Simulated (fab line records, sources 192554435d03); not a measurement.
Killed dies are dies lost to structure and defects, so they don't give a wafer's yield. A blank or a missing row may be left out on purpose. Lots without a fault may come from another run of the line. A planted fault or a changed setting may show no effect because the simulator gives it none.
fab line records | flow n5_finfet
record lots=11 wafers=32 last_day=17
route steps=1938 shown BEOL_M7@1311 BEOL_M8@1332 PASSIVATION@1936
lots that met no fault: from a run of the same line without faults
start_h: hours from the record's first day to the start of the lot's first wafer shown | wait_h: hours since the lot's step before | " the same as in the row above | L1.1+2: a row that stands for several wafers | - no value, or no start given | * or withheld: withheld | < > ~ a bound
route shown NAME@n: a module of which the file shows steps, and the number in the route of the first | usual: mean/standard deviation of fault-free wafers | same: alike in all rows | chamber/n: place in a boat | sites: the reading at each site | _std_site: their standard deviation | _edge_site: outer sites' mean less inner sites' | radius_mm: how far each site lies from the wafer's centre | mask NAME#n: copy n | behind: the tool/chamber that last shaped the wafer | hold: why the lot was held/for how many hours/how that ended | device: the transistor (n, p or np) that didn't switch | end of line: the same wafers' tests at the end of the route | a step without rows: its recipe alone | killed: dies lost to structure and defects at the first sort, not the wafer's yield | map: a wafer's dies, x killed, . not, _ none there
set.NAME: the setting as run; set.NAME@STEP: as run at that earlier step | model.NAME: the simulator's own value behind a step, which no gauge read
steps of the route over a sample of lots; a table a step, a row a wafer
services: from which hour (start_h, from the record's first day; less than 0 if before it) a tool's chamber was out of use, for how many hours, and why
## steps
# step N5_BEOL_M7_OCD_MEAS_38
# usual trench_depth_nm=93.0/2.1
# columns lot.wafer tool chamber start_h wait_h trench_depth_nm
L313.3 ocd-02 - 186.23 - 91.4
L313.4 " - " " 93.2
L313.5 " - " " 92.8
L315.2 ocd-02 - 205.77 - 95.3
L315.3 " - " " 96.1
L315.6 " - " " 95.5
L316.1 ocd-02 - 206.46 - 92.3
L316.3 " - " " 93.9
L316.6 " - " " 92.1
L321.2 ocd-01 - 245.37 - 94.3
L321.3 " - " " 95.3
L321.6 " - " " 93.7
L323.1 ocd-02 - 250.53 - 93.4
L323.6 " - " " 94.7
L324.2 ocd-01 - 251.61 - 94.8
L324.3 " - " " 93.3
L324.6 " - " " 93.6
L322.1 ocd-01 - 257.41 - 94.4
L322.4 " - " " 91.1
L322.5 " - " " 91.1
L329.2 ocd-02 - 292.20 - 91.4
L329.3 " - " " 95.6
L329.5 " - " " 96.8
L332.3 ocd-01 - 312.01 - 88.7
L332.5 " - " " 87.8
L332.6 " - " " 92.1
L334.1 ocd-01 - 317.87 - 94.7
L334.2 " - " " 95.0
L334.4 " - " " 92.2
L336.2 ocd-01 - 326.30 - 95.9
L336.5 " - " " 92.6
L336.6 " - " " 95.3
# step N5_BEOL_M7_CD_MEAS_35
# recipe target_cd_nm=40 polarity=opening
# usual cd_nm=40.1/0.86
# columns lot.wafer tool chamber start_h wait_h cd_nm
L313.3 cd_sem-03 - 186.39 0.0 39.1
L313.4 " - " " 38.3
L313.5 " - " " 39.9
L315.2 cd_sem-02 - 205.92 0.0 38.4
L315.3 " - " " 39.9
L315.6 " - " " 39.1
L316.1 cd_sem-01 - 206.62 0.0 40.7
L316.3 " - " " 41.3
L316.6 " - " " 41.5
L321.2 cd_sem-03 - 245.52 0.0 41.2
L321.3 " - " " 40.5
L321.6 " - " " 40.9
L323.1 cd_sem-01 - 250.69 0.0 39.7
L323.6 " - " " 40.1
L324.2 cd_sem-02 - 251.76 0.0 40.3
L324.3 " - " " 38.8
L324.6 " - " " 39.2
L322.1 cd_sem-02 - 257.56 0.0 39.6
L322.4 " - " " 39.4
L322.5 " - " " 40.2
L329.2 cd_sem-03 - 292.35 0.0 41.1
L329.3 " - " " 40.4
L329.5 " - " " 40.3
L332.3 cd_sem-02 - 312.17 0.0 41.4
L332.5 " - " " 40.5
L332.6 " - " " 40.0
L334.1 cd_sem-03 - 318.03 0.0 40.6
L334.2 " - " " 40.9
L334.4 " - " " 40.7
L336.2 cd_sem-01 - 326.46 0.0 41.1
L336.5 " - " " 41.6
L336.6 " - " " 40.6
# step N5_BEOL_M7_CMP_52
# recipe stop_on=SiCOH_lowk t_overpolish_s=6.9 down_force_psi=1 platen_rpm=50 clearing_platen_down_force_psi=1.5 clearing_platen_rpm=50 post_cmp_clean=cu_alkaline target_thk_nm=80 clearing_platen_pad_velocity_m_s=0.99484 pad_velocity_m_s=0.99484
# usual barrier_field_endpoint_s=28.6/0.98 motor_current_A=6.0/0.59 overpolish_run_s=6.899/0.0094 slurry_filter_dp_kPa=13.50/0.13 time_to_endpoint_s=61/4.6
# columns lot.wafer tool chamber start_h wait_h barrier_field_endpoint_s motor_current_A overpolish_run_s slurry_filter_dp_kPa time_to_endpoint_s
L313.3 cmp-03 3 188.23 0.2 29.1 7.1 6.926 13.69 59
L313.4 " 1 " " 29.5 5.7 6.898 13.42 59
L313.5 " 3 " " 29.9 6.8 6.901 13.43 64
L315.2 cmp-03 2 207.73 0.2 27.3 6.2 6.920 13.61 54
L315.3 " 0 " " 28.0 5.7 6.903 13.49 60
L315.6 " 2 " " 27.8 5.7 6.911 13.51 54
L316.3 cmp-03 0 208.94 0.3 27.8 5.7 6.894 13.41 58
L316.1 " 2 " " 27.1 6.0 6.911 13.44 51
L316.6 " 1 " " 27.0 5.4 6.889 13.54 58
L321.2 cmp-02 3 248.87 1.1 29.6 5.9 6.899 13.45 68
L321.3 " 1 " " 27.2 6.4 6.896 13.75 57
L321.6 " 3 " " 29.2 6.0 6.899 13.77 67
L323.1 cmp-04 2 254.72 0.5 28.5 6.6 6.900 13.38 65
L323.6 " 3 " " 29.1 5.4 6.885 13.48 61
L324.2 cmp-03 1 255.36 0.2 28.4 5.6 6.908 13.54 58
L324.3 " 2 " " 26.8 5.9 6.906 13.36 55
L324.6 " 1 " " 27.9 5.4 6.897 13.47 58
L322.4 cmp-03 2 259.55 0.2 27.5 6.0 6.896 13.77 53
L322.1 " 3 " " 27.9 7.2 6.891 13.63 60
L322.5 " 1 " " 28.3 5.3 6.899 13.51 59
L329.3 cmp-02 3 294.79 0.2 31.5 5.8 6.913 13.43 74
L329.2 " 2 " " 28.7 5.5 6.900 13.51 60
L329.5 " 0 " " 28.7 5.6 6.907 13.67 64
L332.3 cmp-02 2 314.65 0.2 28.0 5.4 6.894 13.54 60
L332.6 " 2 " " 28.1 5.7 6.901 13.50 59
L332.5 " 3 " " 29.8 5.7 6.896 13.52 69
L334.2 cmp-04 3 320.33 0.2 28.8 5.5 6.900 13.74 61
L334.4 " 0 " " 30.6 6.7 6.898 13.55 67
L334.1 " 2 " " 29.9 6.9 6.889 13.33 68
L336.2 cmp-02 2 328.16 0.3 28.8 5.9 6.906 13.60 62
L336.5 " 1 " " 28.2 6.6 6.905 13.47 57
L336.6 " 2 " " 28.9 5.6 6.896 13.68 61
# step N5_BEOL_M8_ILD_DEP_00
# recipe material=SiCOH_lowk target_thk_a=1797.5 temp_c=300 precursor=DEMS/porogen pressure_torr=5 rf_w=500 time_s=33.4
# usual heater_power_w=309/53 showerhead_plenum_p_Torr=5.735/0.016 throttle_valve_pct=13.9/0.71
# columns lot.wafer tool chamber start_h wait_h heater_power_w showerhead_plenum_p_Torr since_wet_clean_h throttle_valve_pct
L313.3 pecvd-02 0 188.68 0.0 341 5.731 893 14.3
L313.4 " 1 " " 383 5.742 - 14.8
L313.5 " 0 " " 334 5.716 - 14.3
L315.2 pecvd-04 0 208.20 0.0 409 5.737 1093 13.7
L315.3 " 1 " " 291 5.756 1818 14.4
L315.6 " 2 " " 299 5.765 - 12.9
L316.1 pecvd-02 2 209.43 0.0 261 5.718 159 13.4
L316.3 " 0 " " 296 5.727 913 14.3
L316.6 " 2 " " 260 5.715 - 12.9
L321.2 pecvd-02 0 249.35 0.0 349 5.704 953 14.3
L321.3 " 1 " " 350 5.736 1678 14.6
L321.6 " 2 " " 257 5.709 - 13.1
L323.1 pecvd-03 0 255.09 0.0 320 5.748 778 13.7
L323.6 " 0 " " 337 5.732 - 14.0
L324.2 pecvd-04 1 255.81 0.0 242 5.752 1866 14.6
L324.3 " 2 " " 287 5.741 387 13.1
L324.6 " 0 " " 337 5.756 - 14.0
L322.1 pecvd-02 2 259.96 0.0 239 5.726 210 13.2
L322.4 " 0 " " 352 5.731 - 14.0
L322.5 " 1 " " 407 5.725 - 15.0
L329.2 pecvd-04 2 295.28 0.0 320 5.754 426 13.4
L329.3 " 0 " " 405 5.745 1180 13.7
L329.5 " 0 " " 317 5.748 - 13.8
L332.3 pecvd-02 1 315.13 0.0 343 5.726 1744 14.6
L332.5 " 1 " " 356 5.732 - 14.8
L332.6 " 2 " " 253 5.712 - 12.9
L334.1 pecvd-02 2 320.82 0.0 220 5.717 271 13.0
L334.2 " 0 " " 317 5.731 1025 14.3
L334.4 " 2 " " 223 5.721 - 13.3
L336.2 pecvd-02 2 328.61 0.0 230 5.731 278 12.9
L336.5 " 2 " " 226 5.732 - 13.0
L336.6 " 1 " " 371 5.755 - 14.8
# step N5_BEOL_M8_THK_MEAS_01
# recipe reads=SiCOH_lowk_of_BEOL_M8_ILD_DEP_00
# usual M8_ILD_THK=154.6/2.2
# columns lot.wafer tool chamber start_h wait_h M8_ILD_THK[nm]
L313.3 film_metro-02 - 189.26 0.3 157.2
L313.4 " - " " 158.0
L313.5 " - " " 160.2
L315.2 film_metro-02 - 208.83 0.4 154.2
L315.3 " - " " 155.7
L315.6 " - " " 158.0
L316.1 film_metro-01 - 210.48 0.8 151.8
L316.3 " - " " 155.8
L316.6 " - " " 154.2
L321.2 film_metro-01 - 249.93 0.4 156.4
L321.3 " - " " 153.0
L321.6 " - " " 156.4
L323.1 film_metro-02 - 255.67 0.4 151.0
L323.6 " - " " 154.0
L324.2 film_metro-01 - 256.39 0.4 156.0
L324.3 " - " " 153.9
L324.6 " - " " 152.8
L322.1 film_metro-01 - 260.54 0.4 156.0
L322.4 " - " " 159.2
L322.5 " - " " 156.0
L329.2 film_metro-01 - 295.86 0.4 155.8
L329.3 " - " " 172.3
L329.5 " - " " 175.5
L332.3 film_metro-01 - 316.19 0.5 151.7
L332.5 " - " " 153.5
L332.6 " - " " 155.3
L334.1 film_metro-02 - 321.40 0.4 151.8
L334.2 " - " " 153.4
L334.4 " - " " 151.9
L336.2 film_metro-02 - 329.19 0.4 151.8
L336.5 " - " " 154.5
L336.6 " - " " 155.6
# step N5_PASSIVATION_PROBE_49
# usual defect_limited_yield=91.4/1.4 killed_at_M0_to_M3=34/8.9 killed_at_M4_up=13/4.6 killed_at_contacts=12/5.5 killed_at_front_end=41/11 killed_at_other=3.1/2.9 killed_dies=102/16 killed_open=66/11 killed_short=34/7.6 sort_bin_4_leakage=0.01/0.14 sort_bin_5_function=5.1/0.89 sort_bin_6_memory=3.2/0.61 sort_bin_8_speed=0.02/0.12 sort_n_pass=1078/16
# same gross_dies=1180 killed_at_back_side=0
# columns lot.wafer tool chamber start_h wait_h defect_limited_yield[%] killed_at_M0_to_M3 killed_at_M4_up killed_at_contacts killed_at_front_end killed_at_other killed_dies killed_open killed_short sort_bin_4_leakage[%] sort_bin_5_function[%] sort_bin_6_memory[%] sort_bin_8_speed[%] sort_n_pass
L313.3 prober-02 - 264.56 0.1 92.5 32 9 6 41 0 88 59 26 0 4.0 3.1 0 1092
L313.4 prober-02 - 264.61 0.2 89.5 50 6 4 56 8 124 74 50 0 5.8 4.1 0 1056
L313.5 prober-02 - 264.66 0.2 90.3 35 6 25 41 7 114 69 45 0 6.0 3.3 0 1066
L315.2 prober-01 - 277.57 0.1 91.8 38 14 12 31 2 97 68 28 0 4.7 3.3 0 1083
L315.3 prober-01 - 277.62 0.1 90.8 32 11 13 50 2 108 67 31 0 5.3 2.7 0 1072
L315.6 prober-01 - 277.77 0.3 92.4 31 14 2 42 1 90 67 22 0 4.2 3.4 0 1090
L316.1 prober-02 - 281.26 0.0 90.1 30 11 13 63 0 117 81 34 0 5.2 4.2 0 1063
L316.3 prober-02 - 281.36 0.1 91.4 20 9 11 59 2 101 64 37 0 4.8 3.3 0 1079
L316.6 prober-02 - 281.51 0.3 89.7 27 27 12 53 3 122 79 34 0 6.4 3.1 0 1058
L321.2 prober-01 - 314.16 0.1 89.6 24 23 34 41 1 123 76 42 0 5.7 3.9 0 1057
L321.3 prober-01 - 314.21 0.1 90.7 27 9 26 45 3 110 76 30 0 5.8 3.2 0 1070
L324.2 prober-01 - 326.41 0.1 93.6 23 8 9 32 3 75 46 29 0 3.6 2.4 0 1105
L324.3 prober-01 - 326.46 0.1 91.1 33 20 6 45 1 105 63 41 0 5.3 3.0 0 1075
L324.6 prober-01 - 326.61 0.3 91.3 34 12 9 44 4 103 71 31 0 5.3 2.9 0 1077
L323.1 prober-02 - 329.95 0.0 93.8 22 25 5 20 1 73 52 21 0 4.0 2.1 0 1107
L323.6 prober-02 - 330.20 0.3 90.7 39 15 12 38 6 110 71 39 0 5.5 3.6 1.36 1054
L322.1 prober-02 - 332.69 0.0 89.7 39 13 21 46 2 121 78 36 0 5.5 3.9 0 1059
L322.4 prober-02 - 332.84 0.2 89.5 37 16 15 53 3 124 94 27 0 6.1 4.2 0 1056
L322.5 prober-02 - 332.89 0.2 92.9 19 13 10 37 5 84 62 21 0 4.4 2.5 0 1096
L329.2 prober-02 - 362.51 0.1 92.7 28 14 13 29 2 86 54 24 1.61 4.0 2.5 0 1075
L329.3 prober-02 - 362.56 0.1 93.5 32 14 7 21 3 77 46 29 0 4.4 1.9 0 1103
L329.5 prober-02 - 362.66 0.2 91.4 34 24 7 34 2 101 70 26 0 4.8 3.3 0 1079
L332.3 prober-02 - 384.82 0.1 91.4 40 9 14 38 1 102 70 32 0 5.5 3.0 0 1078
L332.5 prober-02 - 384.92 0.2 91.2 38 19 7 39 1 104 71 33 0 5.2 3.5 0 1076
L332.6 prober-02 - 384.97 0.3 89.2 52 17 15 39 5 128 84 44 0 5.8 4.5 0 1052
L334.1 prober-02 - 391.92 0.0 92.0 44 16 5 25 4 94 54 37 0 4.7 2.7 0 1086
L334.2 prober-02 - 391.97 0.1 90.3 37 16 16 38 7 114 81 31 0 5.4 3.9 0 1066
L334.4 prober-02 - 392.07 0.2 91.4 32 10 11 48 0 101 60 41 0 5.3 2.9 0 1079
L336.2 prober-01 - 407.83 0.1 92.8 25 14 7 38 1 85 45 38 0 3.8 2.5 0.17 1095
L336.5 prober-01 - 407.98 0.2 92.8 33 16 7 27 2 85 55 30 0 3.4 3.6 0 1095
L336.6 prober-01 - 408.03 0.3 91.1 42 19 6 36 2 105 63 42 0 5.6 3.1 0 1075
# killed by level:class
L313.3 BEOL_M3:geometric_particle:open=14 FIN_SAQP:geometric_particle:open=10 FIN_SAQP:geometric_particle:short=6 BEOL_M1:geometric_particle:open=6 MOL_CONTACT_COAG:geometric_particle:open=5 GATE_CUT:geometric_particle:short=4 BEOL_M2:geometric_particle:open=4 STI_FIN_REVEAL:geometric_particle:open=3
L313.4 BEOL_M0_SAQP:geometric_particle:open=17 BEOL_M0_SAQP:geometric_particle:short=11 FIN_SAQP:geometric_particle:short=9 FIN_SAQP:geometric_particle:open=9 GATE_CUT:geometric_particle:short=8 BEOL_M1:geometric_particle:open=6 STI_FIN_REVEAL:geometric_particle:open=5 DUMMY_GATE:geometric_particle:open=5
L313.5 MOL_CONTACT_COAG:geometric_particle:open=19 BEOL_M2:geometric_particle:open=9 FIN_SAQP:geometric_particle:open=8 BEOL_M0_SAQP:geometric_particle:short=8 BEOL_M3:geometric_particle:open=8 GATE_CUT:geometric_particle:short=6 GATE_CUT:geometric_particle:open=6 MOL_CONTACT_COAG:geometric_particle:short=6
L315.2 MOL_CONTACT_COAG:geometric_particle:open=9 BEOL_M1:geometric_particle:open=9 FIN_SAQP:geometric_particle:open=8 BEOL_M2:geometric_particle:open=8 BEOL_M3:geometric_particle:open=6 BEOL_M4:geometric_particle:open=6 FIN_SAQP:geometric_particle:short=5 GATE_CUT:geometric_particle:short=5
L315.3 FIN_SAQP:geometric_particle:open=12 MOL_CONTACT_COAG:geometric_particle:open=12 BEOL_M0_SAQP:geometric_particle:short=10 FIN_SAQP:geometric_particle:short=9 HKMG_FIN:area_etch=9 BEOL_M3:geometric_particle:open=8 GATE_CUT:geometric_particle:short=6 DUMMY_GATE:geometric_particle:open=5
L315.6 BEOL_M3:geometric_particle:open=11 FIN_SAQP:geometric_particle:open=10 FIN_SAQP:geometric_particle:short=8 BEOL_M2:geometric_particle:open=6 STI_FIN_REVEAL:geometric_particle:open=5 BEOL_M0_SAQP:geometric_particle:open=5 BEOL_M7:geometric_particle:open=5 STARTING-WAFER:geometric_particle:open=5
L316.1 STI_FIN_REVEAL:geometric_particle:open=17 MOL_CONTACT_COAG:geometric_particle:open=10 BEOL_M1:geometric_particle:open=9 FIN_SAQP:geometric_particle:open=7 DUMMY_GATE:geometric_particle:open=7 BEOL_M0_SAQP:geometric_particle:short=7 GATE_CUT:geometric_particle:open=6 BEOL_M4:geometric_particle:open=6
L316.3 FIN_SAQP:geometric_particle:open=18 FIN_SAQP:geometric_particle:short=12 MOL_CONTACT_COAG:geometric_particle:open=8 STI_FIN_REVEAL:geometric_particle:open=6 DUMMY_GATE:geometric_particle:open=6 STARTING-WAFER:geometric_particle:short=6 BEOL_M3:geometric_particle:open=5 BEOL_M1:geometric_particle:open=4
L316.6 MOL_CONTACT_COAG:geometric_particle:open=11 BEOL_M4:geometric_particle:open=11 FIN_SAQP:geometric_particle:short=8 BEOL_M1:geometric_particle:open=8 HKMG_FIN:area_etch=8 STI_FIN_REVEAL:geometric_particle:open=7 BEOL_M5:geometric_particle:open=7 DUMMY_GATE:geometric_particle:open=6
L321.2 MOL_CONTACT_COAG:geometric_particle:open=29 FIN_SAQP:geometric_particle:short=11 STI_FIN_REVEAL:geometric_particle:open=7 BEOL_M4:geometric_particle:open=7 BEOL_M0_SAQP:geometric_particle:open=6 GATE_CUT:geometric_particle:short=5 MOL_CONTACT_COAG:geometric_particle:short=5 BEOL_M1:geometric_particle:short=5
L321.3 MOL_CONTACT_COAG:geometric_particle:open=19 FIN_SAQP:geometric_particle:open=8 FIN_SAQP:geometric_particle:short=7 MOL_CONTACT_COAG:geometric_particle:short=7 STI_FIN_REVEAL:geometric_particle:open=6 BEOL_M3:geometric_particle:open=6 BEOL_M1:geometric_particle:open=6 BEOL_M0:geometric_particle:open=5
L324.2 STI_FIN_REVEAL:geometric_particle:open=8 FIN_SAQP:geometric_particle:short=6 BEOL_M0_SAQP:geometric_particle:short=6 BEOL_M2:geometric_particle:open=6 MOL_CONTACT_COAG:geometric_particle:open=5 FIN_SAQP:geometric_particle:open=4 MOL_CONTACT_COAG:geometric_particle:short=4 BEOL_M2:geometric_particle:short=3
L324.3 FIN_SAQP:geometric_particle:short=10 BEOL_M2:geometric_particle:open=10 BEOL_M0_SAQP:geometric_particle:short=9 BEOL_M0_SAQP:geometric_particle:open=8 STI_FIN_REVEAL:geometric_particle:open=7 GATE_CUT:geometric_particle:short=7 BEOL_M4:geometric_particle:open=6 FIN_SAQP:geometric_particle:open=4
L324.6 STI_FIN_REVEAL:geometric_particle:open=16 FIN_SAQP:geometric_particle:open=9 MOL_CONTACT_COAG:geometric_particle:open=8 BEOL_M0_SAQP:geometric_particle:short=8 BEOL_M4:geometric_particle:open=7 BEOL_M0_SAQP:geometric_particle:open=6 FIN_SAQP:geometric_particle:short=4 BEOL_M0:geometric_particle:open=4
L323.1 BEOL_M4:geometric_particle:open=8 BEOL_M0_SAQP:geometric_particle:short=7 BEOL_M8:geometric_particle:open=6 FIN_SAQP:geometric_particle:open=4 MOL_CONTACT_COAG:geometric_particle:open=4 BEOL_M0_SAQP:geometric_particle:open=4 BEOL_M1:geometric_particle:open=4 GATE_CUT:geometric_particle:open=3
L323.6 FIN_SAQP:geometric_particle:short=11 MOL_CONTACT_COAG:geometric_particle:open=10 BEOL_M1:geometric_particle:open=10 BEOL_M0_SAQP:geometric_particle:short=9 FIN_SAQP:geometric_particle:open=7 BEOL_M2:geometric_particle:open=7 BEOL_M4:geometric_particle:open=6 BEOL_M0_SAQP:geometric_particle:open=5
L322.1 MOL_CONTACT_COAG:geometric_particle:open=19 FIN_SAQP:geometric_particle:open=11 BEOL_M0_SAQP:geometric_particle:short=11 BEOL_M3:geometric_particle:open=10 BEOL_M4:geometric_particle:open=8 FIN_SAQP:geometric_particle:short=7 HKMG_FIN:area_etch=7 STI_FIN_REVEAL:geometric_particle:open=6
L322.4 STI_FIN_REVEAL:geometric_particle:open=19 BEOL_M3:geometric_particle:open=16 FIN_SAQP:geometric_particle:open=15 MOL_CONTACT_COAG:geometric_particle:open=12 FIN_SAQP:geometric_particle:short=6 BEOL_M0_SAQP:geometric_particle:open=6 BEOL_M2:geometric_particle:open=5 BEOL_M5:geometric_particle:open=4
L322.5 FIN_SAQP:geometric_particle:short=10 MOL_CONTACT_COAG:geometric_particle:open=10 FIN_SAQP:geometric_particle:open=8 BEOL_M3:geometric_particle:open=7 STI_FIN_REVEAL:geometric_particle:open=5 DUMMY_GATE:geometric_particle:open=5 BEOL_M0_SAQP:geometric_particle:open=4 BEOL_M4:geometric_particle:open=4
L329.2 MOL_CONTACT_COAG:geometric_particle:open=10 BEOL_M0_SAQP:geometric_particle:open=9 HKMG_FIN:area_etch=7 BEOL_M0_SAQP:geometric_particle:short=6 BEOL_M4:geometric_particle:open=6 BEOL_M1:geometric_particle:open=5 BEOL_M3:geometric_particle:open=4 STI_FIN_REVEAL:geometric_particle:open=3
L329.3 BEOL_M0_SAQP:geometric_particle:open=9 MOL_CONTACT_COAG:geometric_particle:open=7 BEOL_M0_SAQP:geometric_particle:short=7 BEOL_M4:geometric_particle:open=7 FIN_SAQP:geometric_particle:open=4 BEOL_M3:geometric_particle:open=4 FIN_SAQP:geometric_particle:short=3 BEOL_M1:geometric_particle:open=3
L329.5 BEOL_M4:geometric_particle:open=15 BEOL_M1:geometric_particle:open=11 STI_FIN_REVEAL:geometric_particle:open=7 FIN_SAQP:geometric_particle:open=6 MOL_CONTACT_COAG:geometric_particle:open=6 BEOL_M0_SAQP:geometric_particle:short=6 BEOL_M3:geometric_particle:open=5 GATE_CUT:geometric_particle:short=5
L332.3 FIN_SAQP:geometric_particle:open=11 BEOL_M3:geometric_particle:open=10 MOL_CONTACT_COAG:geometric_particle:open=10 BEOL_M1:geometric_particle:open=10 BEOL_M0_SAQP:geometric_particle:short=8 DUMMY_GATE:geometric_particle:open=7 BEOL_M4:geometric_particle:open=5 DUMMY_GATE:geometric_particle:short=4
L332.5 BEOL_M0_SAQP:geometric_particle:open=9 FIN_SAQP:geometric_particle:open=8 BEOL_M0_SAQP:geometric_particle:short=8 MOL_CONTACT_COAG:geometric_particle:open=7 BEOL_M5:geometric_particle:open=7 STI_FIN_REVEAL:geometric_particle:open=6 DUMMY_GATE:geometric_particle:open=6 BEOL_M2:geometric_particle:open=5
L332.6 FIN_SAQP:geometric_particle:open=12 BEOL_M0_SAQP:geometric_particle:open=12 MOL_CONTACT_COAG:geometric_particle:open=11 BEOL_M0_SAQP:geometric_particle:short=11 BEOL_M3:geometric_particle:open=10 FIN_SAQP:geometric_particle:short=5 STARTING-WAFER:geometric_particle:open=5 BEOL_M2:geometric_particle:short=5
L334.1 BEOL_M0_SAQP:geometric_particle:short=14 BEOL_M0_SAQP:geometric_particle:open=9 BEOL_M1:geometric_particle:open=9 BEOL_M4:geometric_particle:open=8 BEOL_M3:geometric_particle:open=6 ILD0:geometric_particle:short=4 ILD0:geometric_particle:open=4 BEOL_M4:geometric_particle:short=4
L334.2 STI_FIN_REVEAL:geometric_particle:open=15 BEOL_M0_SAQP:geometric_particle:open=14 MOL_CONTACT_COAG:geometric_particle:open=14 BEOL_M4:geometric_particle:open=12 BEOL_M0_SAQP:geometric_particle:short=8 BEOL_M2:geometric_particle:open=5 FIN_SAQP:geometric_particle:short=4 STARTING-WAFER:geometric_particle:short=4
L334.4 STI_FIN_REVEAL:geometric_particle:open=9 BEOL_M0_SAQP:geometric_particle:open=9 ILD0:geometric_particle:short=8 BEOL_M0_SAQP:geometric_particle:short=7 MOL_CONTACT_COAG:geometric_particle:open=7 BEOL_M3:geometric_particle:open=7 FIN_SAQP:geometric_particle:open=6 FIN_SAQP:geometric_particle:short=5
L336.2 STI_FIN_REVEAL:geometric_particle:open=8 MOL_CONTACT_COAG:geometric_particle:open=6 DUMMY_GATE:geometric_particle:open=5 BEOL_M0_SAQP:geometric_particle:short=5 BEOL_M3:geometric_particle:short=5 FIN_SAQP:geometric_particle:open=4 FIN_SAQP:geometric_particle:short=4 BEOL_M0_SAQP:geometric_particle:open=4
L336.5 BEOL_M4:geometric_particle:open=12 BEOL_M3:geometric_particle:open=9 BEOL_M0_SAQP:geometric_particle:short=8 BEOL_M0_SAQP:geometric_particle:open=6 STI_FIN_REVEAL:geometric_particle:open=5 STARTING-WAFER:geometric_particle:short=5 MOL_CONTACT_COAG:geometric_particle:open=4 STARTING-WAFER:geometric_particle:open=4
L336.6 BEOL_M0_SAQP:geometric_particle:short=11 STI_FIN_REVEAL:geometric_particle:open=7 BEOL_M0_SAQP:geometric_particle:open=7 BEOL_M3:geometric_particle:open=7 FIN_SAQP:geometric_particle:open=6 BEOL_M4:geometric_particle:open=6 FIN_SAQP:geometric_particle:short=5 BEOL_M1:geometric_particle:short=5
## services
# columns tool chamber start_h hours kind
pecvd-03 - 169.69 2.8 pm
pecvd-04 - 175.90 0.9 repair
cmp-04 - 181.87 3.1 repair
cmp-02 - 196.66 6.3 pm
cmp-03 - 201.25 0.8 repair
pecvd-03 2 202.38 - clean
cmp-03 - 219.62 0.4 repair
cmp-03 - 241.11 14.1 pm
cmp-02 - 244.64 4.0 pm
cmp-02 - 248.64 - consumable_replace:conditioner
cmp-02 - 248.64 - consumable_replace:pad
pecvd-02 1 261.67 13.0 repair
pecvd-03 - 262.39 14.6 pm
cmp-02 - 277.85 2.9 repair
pecvd-02 0 281.59 5.5 scheduled_down
pecvd-03 0 282.40 9.6 repair
cmp-04 - 285.28 2.5 repair
cmp-02 - 290.07 2.5 repair
pecvd-04 - 307.90 2.5 repair
pecvd-03 2 311.14 10.7 repair
cmp-03 - 316.07 4.0 pm
cmp-03 - 320.07 - consumable_replace:conditioner
cmp-03 - 320.07 - consumable_replace:pad
cmp-02 - 321.75 4.9 repair
## key
first_sign step=N5_BEOL_M8_THK_MEAS_01 reading=M8_ILD_THK direction=up sigmas=8.7 usual=154.6 struck=173.9
effect none on later readings
met_at N5_BEOL_M8_ILD_DEP_00
struck_lots L329
struck_wafers L329.3,L329.5
not_acting_at N5_BEOL_M7_OCD_MEAS_38,N5_BEOL_M7_CD_MEAS_35,N5_BEOL_M7_CMP_52
onset_between 255.81 295.28
fault kind=process_parameter_drift tool=pecvd-04 chamber=0 onset_h=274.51 steps=N5_BEOL_M8_ILD_DEP_00 channel=time_s offset=* shape=step end_h=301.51 acts_in=* stated=*
